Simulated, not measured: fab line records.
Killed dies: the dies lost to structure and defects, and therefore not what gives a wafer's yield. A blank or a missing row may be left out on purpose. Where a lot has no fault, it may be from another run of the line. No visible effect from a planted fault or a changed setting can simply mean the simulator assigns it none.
Matching of chambers -- flow n5-finfet -- 4 sister chambers for N5_BEOL_M2_ALD_84 on ald-metal-02
The step deposits TaN, pulse time 2 s, purge time 3 s, co reactant purge time 2 s. 7 wafers are shown with their chamber, then 7 later ones without.

## EACH WAFER AND ITS CHAMBER
wafer,chamber,heater-power-w (W)
L077.5,3,426
L079.4,2,416
L079.5,0,386
L081.2,2,413
L081.5,0,393
L084.2,1,459
L084.4,1,458

## WAFERS MISSING THEIR CHAMBER
wafer,heater-power-w (W)
L084.6,415
L087.3,389
L087.4,394
L087.5,416
L096.1,420
L096.2,380
L096.4,417

## EACH ONE'S CHAMBER
wafer,from the rows above,in truth
L084.6,2,2
L087.3,0,0
L087.4,0,0
L087.5,2,2
L096.1,can't be placed: 2 or 3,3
L096.2,0,0
L096.4,2,2
6 of 7 placed correctly. Not placeable from these rows: 1 (in 1, the candidates include the true chamber). Number placed wrongly: 0.
How it was worked out, from the rows above alone: a wafer's distance from a chamber is the root of the sum, over the readings, of the square of ((its reading less the chamber's mean) divided by the reading's scatter). If the next closest chamber is less than 2 further off than the closest, the wafer can't be placed; otherwise it belongs to the closest. A chamber's mean is the mean of its shown wafers. The scatter: take each reading less its chamber's mean, square it, sum over the shown wafers, divide by the number of wafers less the number of chambers, and take the root.
